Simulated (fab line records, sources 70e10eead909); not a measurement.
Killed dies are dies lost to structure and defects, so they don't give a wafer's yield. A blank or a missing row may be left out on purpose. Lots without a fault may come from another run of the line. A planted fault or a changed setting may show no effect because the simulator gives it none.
fab line records | flow nand_harc | part 1 of 2: steps 1 to 4 of 6
record lots=22 wafers=66 last_day=33
route steps=1302 shown P_CONTACT@232 P_M0@270 P_M1@310 P_M2@331
lots that met no fault: from a run of the same line without faults
start_h: hours from the record's first day to the start of the lot's first wafer shown | wait_h: hours since the lot's step before | " the same as in the row above | L1.1+2: a row that stands for several wafers | - no value, or no start given | * or withheld: withheld | < > ~ a bound
route shown NAME@n: a module of which the file shows steps, and the number in the route of the first | usual: mean/standard deviation of fault-free wafers | same: alike in all rows | chamber/n: place in a boat | sites: the reading at each site | _std_site: their standard deviation | _edge_site: outer sites' mean less inner sites' | radius_mm: how far each site lies from the wafer's centre | mask NAME#n: copy n | behind: the tool/chamber that last shaped the wafer | hold: why the lot was held/for how many hours/how that ended | device: the transistor (n, p or np) that didn't switch | end of line: the same wafers' tests at the end of the route | a step without rows: its recipe alone | killed: dies lost to structure and defects at the first sort, not the wafer's yield | map: a wafer's dies, x killed, . not, _ none there
set.NAME: the setting as run; set.NAME@STEP: as run at that earlier step | model.NAME: the simulator's own value behind a step, which no gauge read
steps of the route over a sample of lots; a table a step, a row a wafer
services: from which hour (start_h, from the record's first day; less than 0 if before it) a tool's chamber was out of use, for how many hours, and why
## steps
# step NHARC_P_CONTACT_CD_MEAS_12
# recipe target_cd_nm=90 landing_energy_ev=500
# usual cd_nm=90.0/0.47
# same landing_energy_ev=500
# columns lot.wafer tool chamber start_h wait_h cd_nm
L074.2 cd_sem-03 0 121.32 - 89.9
L074.4 " 0 " " 89.3
L074.5 " 0 " " 90.0
L075.2 cd_sem-01 0 124.81 - 90.3
L075.3 " 0 " " 89.4
L075.6 " 0 " " 89.8
L077.1 cd_sem-03 0 150.63 - 90.6
L077.2 " 0 " " 89.7
L077.5 " 0 " " 90.4
L078.3 cd_sem-03 0 151.44 - 89.7
L078.4 " 0 " " 89.7
L078.6 " 0 " " 90.2
L079.1 cd_sem-01 0 165.24 - 89.5
L079.3 " 0 " " 89.7
L079.4 " 0 " " 90.4
L080.1 cd_sem-03 0 179.94 - 90.6
L080.3 " 0 " " 91.2
L080.5 " 0 " " 91.6
L082.3 cd_sem-03 0 207.26 - 89.4
L082.4 " 0 " " 89.8
L082.6 " 0 " " 89.4
L083.2 cd_sem-01 0 209.19 - 89.9
L083.3 " 0 " " 90.3
L083.4 " 0 " " 90.2
L084.1 cd_sem-03 0 228.19 - 90.0
L084.5 " 0 " " 89.1
L084.6 " 0 " " 89.8
L085.1 cd_sem-02 0 235.80 - 90.1
L085.4 " 0 " " 89.9
L085.6 " 0 " " 90.6
L086.3 cd_sem-03 0 239.94 - 89.4
L086.4 " 0 " " 89.7
L086.6 " 0 " " 89.3
L087.3 cd_sem-01 0 244.60 - 90.6
L087.4 " 0 " " 90.2
L087.6 " 0 " " 90.1
L089.3 cd_sem-02 0 260.33 - 89.7
L089.5 " 0 " " 89.8
L089.6 " 0 " " 90.8
L088.2 cd_sem-03 0 261.09 - 89.3
L088.3 " 0 " " 90.1
L088.5 " 0 " " 90.1
L090.2 cd_sem-02 0 282.60 - 89.8
L090.5 " 0 " " 90.8
L090.6 " 0 " " 90.3
L091.2 cd_sem-02 0 284.47 - 90.1
L091.5 " 0 " " 90.4
L091.6 " 0 " " 90.3
L092.2 cd_sem-03 0 292.99 - 90.5
L092.4 " 0 " " 90.4
L092.5 " 0 " " 90.7
L093.1 cd_sem-02 0 304.59 - 89.4
L093.2 " 0 " " 89.9
L093.5 " 0 " " 90.1
L094.1 cd_sem-03 0 320.62 - 90.1
L094.3 " 0 " " 89.9
L094.5 " 0 " " 90.4
L095.4 cd_sem-02 0 324.12 - 90.6
L095.5 " 0 " " 90.1
L095.6 " 0 " " 90.0
L096.1 cd_sem-03 0 336.75 - 90.2
L096.2 " 0 " " 90.7
L096.4 " 0 " " 89.6
L097.1 cd_sem-02 0 346.75 - 90.0
L097.3 " 0 " " 89.2
L097.5 " 0 " " 89.8
# step NHARC_P_M0_STRIP_18
# recipe power_w=1000 n2_flow_sccm=150 h2_flow_sccm=150 ar_flow_sccm=0 bias_w=0 chemistry=N2/H2
# usual drypump_motor_current_A=5.9/0.47 oes_product_au=1.000/0.0077 rf_fwd_power_W=997/3.1 rf_vpp_V=90.9/0.91 showerhead_plenum_p_Torr=2.08/0.084 throttle_valve_pct=14.171/0.009
# same bias_w=0
# columns lot.wafer tool chamber start_h wait_h drypump_motor_current_A oes_product_au rf_fwd_power_W rf_hours_counter_h rf_vpp_V showerhead_plenum_p_Torr throttle_valve_pct
L074.2 rie_diel-08 2 126.26 0.1 6.2 0.995 1000 34 91.4 2.10 14.169
L074.4 " 3 " " 6.1 0.995 1001 37 91.7 2.20 14.164
L074.5 " 2 " " 6.2 0.994 997 - 90.5 2.10 14.178
L075.2 rie_diel-11 2 129.67 0.1 5.5 0.999 997 7 91.2 2.10 14.177
L075.3 " 0 " " 5.2 0.993 994 6 90.4 2.15 14.177
L075.6 " 3 " " 6.5 1.002 999 - 89.6 1.94 14.165
L077.1 rie_diel-11 2 155.25 0.1 5.4 0.999 990 10 91.8 2.09 14.158
L077.2 " 0 " " 5.2 0.994 993 11 91.7 2.14 14.160
L077.5 " 2 " " 5.5 1.009 995 - 91.8 2.09 14.177
L078.4 rie_diel-11 0 156.37 0.1 5.2 0.988 1000 11 90.5 2.14 14.183
L078.3 " 2 " " 5.4 0.998 1000 10 90.8 2.09 14.166
L078.6 " 3 " " 6.6 1.005 995 - 88.5 1.93 14.184
L079.4 rie_diel-11 1 169.97 0.1 5.5 0.992 995 13 89.6 2.08 14.173
L079.3 " 2 " " 5.5 1.007 996 12 90.5 2.09 14.190
L079.1 " 0 " " 5.2 1.002 995 13 92.2 2.14 14.178
L080.3 rie_diel-03 2 184.72 0.1 6.5 0.989 999 21 90.0 1.98 14.174
L080.1 " 3 " " 6.2 1.010 997 25 90.4 2.21 14.180
L080.5 " 0 " " 5.7 0.998 995 - 89.4 2.01 14.181
L082.3 rie_diel-08 3 212.47 0.1 6.1 0.998 1002 2 91.7 2.19 14.187
L082.4 " 2 " " 6.2 1.004 995 3 90.2 2.09 14.166
L082.6 " 0 " " 6.4 0.991 989 - 92.6 2.01 14.169
L083.4 rie_diel-11 3 214.08 0.3 6.6 0.997 998 17 90.6 1.93 14.194
L083.3 " 0 " " 5.2 1.000 1000 18 91.7 2.14 14.167
L083.2 " 1 " " 5.5 0.993 996 19 91.1 2.08 14.167
L084.1 rie_diel-08 2 233.34 0.1 6.2 1.015 995 11 91.7 2.09 14.172
L084.5 " 1 " " 5.7 1.008 999 - 89.8 2.00 14.175
L084.6 " 2 " " 6.2 1.009 994 - 90.2 2.09 14.172
L085.1 rie_diel-11 1 240.41 0.1 5.5 1.004 997 23 91.2 2.08 14.164
L085.4 " 0 " " 5.2 0.994 994 21 91.0 2.14 14.163
L085.6 " 2 " " 5.4 1.008 997 - 90.6 2.09 14.171
L086.3 rie_diel-03 1 244.92 0.1 5.6 1.009 998 40 90.8 2.14 14.182
L086.4 " 3 " " 6.2 1.015 999 - 92.0 2.20 14.174
L086.6 " 2 " " 6.4 0.999 1003 - 91.8 1.97 14.164
L087.4 rie_diel-08 0 249.25 0.1 6.4 1.006 993 15 90.6 2.01 14.154
L087.3 " 2 " " 6.2 1.007 1005 17 90.5 2.09 14.168
L087.6 " 3 " " 6.1 1.010 996 - 91.0 2.19 14.181
L089.3 rie_diel-03 2 265.32 0.1 6.4 1.001 997 48 89.1 1.97 14.153
L089.6 " 2 " " 6.4 1.004 994 - 90.2 1.97 14.163
L089.5 " 3 " " 6.2 1.012 996 - 90.4 2.20 14.172
L088.3 rie_diel-08 0 265.90 0.1 6.4 0.991 997 20 91.4 2.01 14.172
L088.2 " 2 " " 6.2 0.991 1002 22 90.7 2.09 14.165
L088.5 " 0 " " 6.4 0.997 1000 - 89.8 2.01 14.180
L090.2 rie_diel-11 2 287.52 0.1 5.5 1.010 997 5 89.9 2.09 14.181
L090.5 " 2 " " 5.4 1.012 997 - 91.4 2.09 14.165
L090.6 " 3 " " 6.6 1.015 996 - 89.5 1.93 14.174
L091.2 rie_diel-11 1 289.56 0.1 5.5 0.986 999 5 90.9 2.08 14.174
L091.5 " 0 " " 5.2 0.991 994 - 91.6 2.14 14.154
L091.6 " 1 " " 5.5 0.996 1001 - 90.9 2.08 14.181
L092.2 rie_diel-11 1 297.81 0.1 5.5 0.996 996 6 90.8 2.08 14.185
L092.4 " 0 " " 5.2 0.998 997 7 91.5 2.14 14.183
L092.5 " 2 " " 5.5 1.005 1000 - 90.5 2.09 14.171
L093.1 rie_diel-03 2 309.26 0.1 6.4 0.994 984 6 89.6 1.96 14.167
L093.2 " 3 " " 6.2 0.990 997 6 91.5 2.19 14.177
L093.5 " 2 " " 6.4 0.995 994 - 91.3 1.97 14.176
L094.1 rie_diel-08 3 325.29 0.1 6.1 1.002 997 40 92.2 2.18 14.163
L094.3 " 1 " " 5.7 1.016 996 43 90.6 1.99 14.159
L094.5 " 3 " " 6.1 1.003 1003 - 91.5 2.18 14.174
L095.4 rie_diel-11 2 328.79 0.1 5.5 0.996 999 10 90.7 2.09 14.175
L095.5 " 0 " " 5.2 0.993 993 - 92.4 2.14 14.171
L095.6 " 1 " " 5.5 0.996 1000 - 90.6 2.07 14.167
L096.2 rie_diel-11 0 341.49 0.1 5.2 1.004 995 12 91.1 2.13 14.173
L096.4 " 1 " " 5.4 0.998 994 12 91.8 2.07 14.184
L096.1 " 3 " " 6.6 1.006 999 11 89.1 1.93 14.159
L097.1 rie_diel-03 3 351.53 0.1 6.2 0.990 997 20 92.0 2.19 14.170
L097.3 " 0 " " 5.7 0.997 997 15 91.0 1.99 14.188
L097.5 " 3 " " 6.2 0.991 997 - 91.5 2.19 14.154
# step NHARC_P_M1_ANNEAL_31
# recipe temp_c=225 time_s=90
# usual wafer_temp_C_max=225.96/0.26
# columns lot.wafer tool chamber start_h wait_h wafer_temp_C_max
L074.2 rtp_anneal-02 0 131.68 0.3 225.92
L074.4 " 0 " " 226.03
L074.5 " 0 " " 226.08
L075.2 rtp_anneal-01 0 135.16 0.4 226.62
L075.3 " 0 " " 226.10
L075.6 " 0 " " 226.62
L077.1 rtp_anneal-01 0 160.72 0.3 225.48
L077.2 " 0 " " 225.37
L077.5 " 0 " " 225.80
L078.3 rtp_anneal-02 0 161.90 - 225.90
L078.4 " 0 " " 225.74
L078.6 " 0 " " 226.20
L079.1 rtp_anneal-01 0 175.42 0.3 226.20
L079.3 " 0 " " 226.39
L079.4 " 0 " " 225.97
L080.1 rtp_anneal-01 0 189.96 0.3 226.64
L080.3 " 0 " " 226.14
L080.5 " 0 " " 225.70
L082.3 rtp_anneal-01 0 218.00 0.3 226.20
L082.4 " 0 " " 226.06
L082.6 " 0 " " 225.77
L083.2 rtp_anneal-02 0 219.55 - 225.68
L083.3 " 0 " " 225.89
L083.4 " 0 " " 225.89
L084.1 rtp_anneal-02 0 238.76 - 226.07
L084.5 " 0 " " 225.91
L084.6 " 0 " " 225.68
L085.1 rtp_anneal-01 0 246.67 - 226.29
L085.4 " 0 " " 225.90
L085.6 " 0 " " 225.85
L086.3 rtp_anneal-01 0 250.50 - 226.36
L086.4 " 0 " " 225.69
L086.6 " 0 " " 226.21
L087.3 rtp_anneal-01 0 255.21 - 226.05
L087.4 " 0 " " 225.79
L087.6 " 0 " " 225.92
L088.2 rtp_anneal-01 0 271.50 0.3 226.01
L088.3 " 0 " " 226.27
L088.5 " 0 " " 226.49
L089.3 rtp_anneal-02 0 271.81 0.3 225.85
L089.5 " 0 " " 225.74
L089.6 " 0 " " 225.26
L090.2 rtp_anneal-01 0 292.99 0.4 226.06
L090.5 " 0 " " 225.76
L090.6 " 0 " " 226.09
L091.2 rtp_anneal-01 0 295.13 0.3 226.05
L091.5 " 0 " " 226.18
L091.6 " 0 " " 226.12
L092.2 rtp_anneal-02 0 303.30 0.3 225.73
L092.4 " 0 " " 225.38
L092.5 " 0 " " 225.47
L093.1 rtp_anneal-02 0 314.95 0.3 226.03
L093.2 " 0 " " 225.46
L093.5 " 0 " " 225.65
L094.1 rtp_anneal-02 0 330.74 0.3 225.83
L094.3 " 0 " " 225.70
L094.5 " 0 " " 225.93
L095.4 rtp_anneal-01 0 334.45 - 225.71
L095.5 " 0 " " 226.02
L095.6 " 0 " " 225.68
L096.1 rtp_anneal-02 0 347.26 0.6 225.89
L096.2 " 0 " " 225.61
L096.4 " 0 " " 225.82
L097.1 rtp_anneal-01 0 356.96 - 225.99
L097.3 " 0 " " 226.06
L097.5 " 0 " " 225.83
# step NHARC_P_M2_DESCUM_14
# recipe time_s=3 o2_flow_sccm=200 ar_flow_sccm=0 bias_power_w=0 chemistry=O2
# usual drypump_motor_current_A=5.6/0.5 oes_product_au=1.002/0.0074 rf_vpp_V=57.9/0.84 showerhead_plenum_p_Torr=1.96/0.081 throttle_valve_pct=11.310/0.0093
# same bias_power_w=0
# columns lot.wafer tool chamber start_h wait_h drypump_motor_current_A oes_product_au rf_hours_counter_h rf_vpp_V showerhead_plenum_p_Torr throttle_valve_pct
L074.4 rie_diel-12 2 134.04 0.1 5.8 1.006 1.6 58.6 1.95 11.318
L074.2 " 0 " " 5.1 0.991 2.2 57.6 1.79 11.300
L074.5 " 2 " " 5.8 0.997 - 59.5 1.95 11.305
L075.3 rie_diel-01 3 137.58 0.1 6.5 1.003 5.5 56.4 1.91 11.330
L075.2 " 0 " " 5.0 1.008 5.6 57.8 2.03 11.311
L075.6 " 2 " " 5.3 1.012 - 58.8 1.90 11.314
L077.1 rie_diel-01 1 163.10 0.1 5.4 1.005 7.3 57.4 2.05 11.322
L077.2 " 3 " " 6.4 1.015 7.1 57.5 1.91 11.319
L077.5 " 2 " " 5.3 1.005 - 57.6 1.90 11.296
L078.3 rie_diel-01 3 164.21 0.1 6.5 1.008 7.2 57.4 1.91 11.309
L078.4 " 0 " " 5.0 0.999 7.6 57.3 2.03 11.325
L078.6 " 3 " " 6.5 1.010 - 56.4 1.91 11.308
L079.3 rie_diel-12 2 177.69 0.1 5.8 1.012 4.2 58.9 1.95 11.312
L079.1 " 1 " " 5.4 0.994 5.8 57.4 1.91 11.302
L079.4 " 1 " " 5.4 1.004 - 57.3 1.91 11.315
L080.3 rie_diel-12 1 192.37 0.1 5.4 0.989 6.7 57.9 1.91 11.307
L080.1 " 2 " " 5.8 0.994 5.1 57.6 1.95 11.301
L080.5 " 0 " " 5.1 0.991 - 56.8 1.79 11.319
L082.3 rie_diel-12 2 220.17 0.1 5.8 1.011 7.4 57.4 1.95 11.306
L082.4 " 3 " " 6.2 1.004 7.6 56.5 1.90 11.310
L082.6 " 3 " " 6.2 1.004 - 57.3 1.90 11.317
L083.4 rie_diel-13 1 221.88 0.1 6.0 0.982 2.9 59.1 2.07 11.298
L083.2 " 3 " " 5.0 0.990 2.8 57.9 2.07 11.310
L083.3 " 0 " " 6.0 0.992 2.8 58.5 1.92 11.322
L084.1 rie_diel-13 1 241.18 0.1 6.1 1.004 3.8 57.2 2.06 11.314
L084.6 " 0 " " 6.0 0.999 - 57.6 1.92 11.298
L084.5 " 1 " " 6.0 1.007 - 58.8 2.07 11.316
L085.4 rie_diel-13 0 249.04 0.1 6.1 0.998 4.2 56.0 1.92 11.309
L085.1 " 2 " " 4.9 1.002 3.8 57.0 1.89 11.293
L085.6 " 1 " " 6.1 0.997 - 57.9 2.07 11.303
L086.3 rie_diel-13 1 252.79 0.1 6.1 1.011 4.2 56.7 2.07 11.326
L086.4 " 0 " " 6.1 1.006 4.3 58.9 1.92 11.321
L086.6 " 2 " " 4.9 0.999 - 57.9 1.89 11.302
L087.3 rie_diel-13 1 257.43 0.1 6.1 1.004 4.3 59.1 2.06 11.302
L087.4 " 2 " " 5.0 0.999 4.1 57.5 1.89 11.312
L087.6 " 1 " " 6.1 1.002 - 60.3 2.06 11.299
L088.3 rie_diel-13 3 273.85 0.1 5.1 0.993 5.0 58.5 2.07 11.313
L088.2 " 2 " " 5.0 0.987 4.7 58.2 1.89 11.318
L088.5 " 3 " " 5.0 0.998 - 57.7 2.07 11.315
L089.3 rie_diel-13 2 274.18 0.1 5.0 1.006 4.8 59.1 1.89 11.305
L089.5 " 3 " " 5.0 1.003 - 58.4 2.07 11.315
L089.6 " 0 " " 6.1 0.998 - 59.0 1.92 11.313
L090.2 rie_diel-01 3 295.36 0.1 6.5 0.995 5.3 58.6 1.91 11.314
L090.5 " 3 " " 6.5 0.996 - 57.0 1.91 11.319
L090.6 " 0 " " 5.0 0.989 - 58.6 2.02 11.306
L091.2 rie_diel-01 2 297.49 0.1 5.3 1.007 4.5 58.9 1.90 11.283
L091.6 " 0 " " 5.0 1.009 - 56.8 2.02 11.303
L091.5 " 1 " " 5.4 1.003 - 57.8 2.05 11.307
L092.2 rie_diel-13 1 305.65 0.1 6.1 1.006 6.2 58.2 2.06 11.306
L092.4 " 3 " " 5.0 1.000 5.8 59.0 2.07 11.299
L092.5 " 1 " " 6.1 1.000 - 58.9 2.06 11.315
L093.1 rie_diel-12 3 317.37 0.1 6.2 1.007 1.0 57.3 1.90 11.309
L093.2 " 0 " " 5.1 1.011 0.7 56.6 1.78 11.312
L093.5 " 1 " " 5.4 0.997 - 57.7 1.91 11.302
L094.3 rie_diel-12 0 333.12 0.1 5.1 0.996 1.9 57.8 1.78 11.324
L094.1 " 1 " " 5.4 0.994 0.9 57.5 1.91 11.295
L094.5 " 0 " " 5.1 1.000 - 56.7 1.78 11.310
L095.4 rie_diel-13 3 336.56 0.1 5.0 0.997 8.0 58.7 2.06 11.298
L095.5 " 3 " " 5.1 1.008 - 58.7 2.06 11.316
L095.6 " 0 " " 6.0 0.995 - 57.4 1.92 11.307
L096.1 rie_diel-01 0 349.54 0.1 5.0 0.984 10.3 57.7 2.02 11.311
L096.2 " 1 " " 5.4 1.000 9.9 58.3 2.05 11.295
L096.4 " 2 " " 5.3 1.009 8.5 57.6 1.90 11.316
L097.1 rie_diel-12 2 359.37 0.1 5.8 1.014 4.0 58.8 1.95 11.310
L097.3 " 3 " " 6.2 1.005 4.3 58.2 1.90 11.309
L097.5 " 2 " " 5.8 1.009 - 58.3 1.95 11.302
